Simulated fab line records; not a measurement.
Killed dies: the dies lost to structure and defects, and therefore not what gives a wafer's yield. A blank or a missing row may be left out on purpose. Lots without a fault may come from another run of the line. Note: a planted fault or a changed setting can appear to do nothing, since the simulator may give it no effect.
Split-lot experiment -- flow n5-finfet -- 7 lots, 21 wafers read, on a route of 1938 steps

## ON THE SPLIT
At N5_GATE_CUT_COAT_27 (time 60 s, resist thk 10 nm), the setting spin-rpm was moved away from the recipe's 1500 rpm on 11 of the 21 wafers read, by -10.3% to +7.1%. This setting was run at the recipe's value on the other wafers.

## FROM THE SPLIT TO THE READING: what the file shows between them, 3 steps
- N5_GATE_CUT_COAT_07: resist thk 30 nm
- N5_GATE_CUT_EBR_09
- N5_GATE_CUT_DESCUM_18: chemistry O2, time 7 s

## THE READING
etch.depth-nm (the simulator's own value, which no gauge read), in nm, at N5_GATE_CUT_ETCH_28 (etches underlayer in N2/H2, target depth 13 nm, time 10.4 s). No usual value for it is given in the file. Here, 10 wafers ran the recipe; their average is 9.981 nm with a standard deviation of 0.037 nm.

wafer,"tool, chamber at the split","spin-rpm as run, rpm",against the recipe,"etch.depth-nm, nm",against lot-mates on the recipe
L077.4,"litho-track-02, 0",1500,recipe,10.01,-
L077.5,"litho-track-02, 0",1500,recipe,9.982,-
L077.6,"litho-track-02, 0",1500,recipe,9.971,-
L084.1,"litho-track-05, 0",1358,-9.5%,10.48,+0.491
L084.5,"litho-track-05, 0",1500,recipe,9.989,-
L084.6,"litho-track-05, 0",1500,recipe,9.989,-
L085.1,"litho-track-05, 0",1436,-4.3%,10.23,+0.195
L085.3,"litho-track-05, 0",1500,recipe,10.04,-
L085.6,"litho-track-05, 0",1500,recipe,10.03,-
L087.1,"litho-track-02, 0",1500,recipe,9.922,-
L087.3,"litho-track-02, 0",1363,-9.1%,10.42,+0.498
L087.5,"litho-track-02, 0",1363,-9.1%,10.45,+0.528
L090.1,"litho-track-02, 0",1356,-9.6%,10.49,no lot-mate on the recipe
L090.2,"litho-track-02, 0",1356,-9.6%,10.49,no lot-mate on the recipe
L090.3,"litho-track-02, 0",1356,-9.6%,10.48,no lot-mate on the recipe
L091.1,"litho-track-02, 0",1606,+7.1%,9.635,-0.303
L091.2,"litho-track-02, 0",1500,recipe,9.938,-
L091.4,"litho-track-02, 0",1606,+7.1%,9.621,-0.317
L093.2,"litho-track-02, 0",1500,recipe,9.94,-
L093.3,"litho-track-02, 0",1345,-10.3%,10.53,+0.590
L093.4,"litho-track-02, 0",1345,-10.3%,10.56,+0.620

THE FIT
A straight line over all 21 wafers: etch.depth-nm changes by -0.052 nm for each +1% of spin-rpm; r = -0.99; the points scatter about the line by 0.031 nm.
The same after taking each lot's own level away (the mean of its wafers on the recipe; 18 wafers): -0.053 nm for each +1%; r = -0.99; scatter 0.031 nm.
According to that fit, moving spin-rpm by its largest amount changes the reading by 0.55 nm.
From 9.9220 to 10.0350 nm: that is the span of the lots' own levels, equal to 3.0 times the standard deviation above.
Hence the lot-to-lot level has little effect on the slope; both slopes agree.
Check: +0.556 nm against its lot-mates is what the line predicts for one of the wafers moved furthest among these (-10.3%) when that wafer is left out of the fit. Against them it came out at +0.59 nm.

## OTHER SPLITS APPLIED TO THESE WAFERS
Other splits were also applied to these wafers ahead of the reading. Each is held against what the fit with the lots' levels taken away leaves over:
other split on the same wafers,wafers away from the commonest value,r with etch.depth-nm (lot level and that fit taken away)
N5_SDB_COAT_05 spin-rpm,6,+0.22
N5_HKMG_FIN_COAT_29 spin-rpm,8,+0.12

## THE WHOLE CHAIN: every reading that the file lists as answering this split, in the file's order
step,what it does,reading,change (the file's fit),r (the file's)
N5_GATE_CUT_COAT_27,"time 60 s, resist thk 10 nm","underlayer_of_GATE_CUT_COAT_27.thk-nm (the simulator's own value, which no gauge read)",-0.0498 nm for each +1% of the setting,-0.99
N5_GATE_CUT_ETCH_28,"etches underlayer in N2/H2, target depth 13 nm, time 10.4 s","etch.depth-nm (the simulator's own value, which no gauge read)",-0.0536 nm for each +1% of the setting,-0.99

## FILE'S OWN FIT
etch.depth-nm changes by -0.0536 nm for each +1% of spin-rpm, r = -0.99.
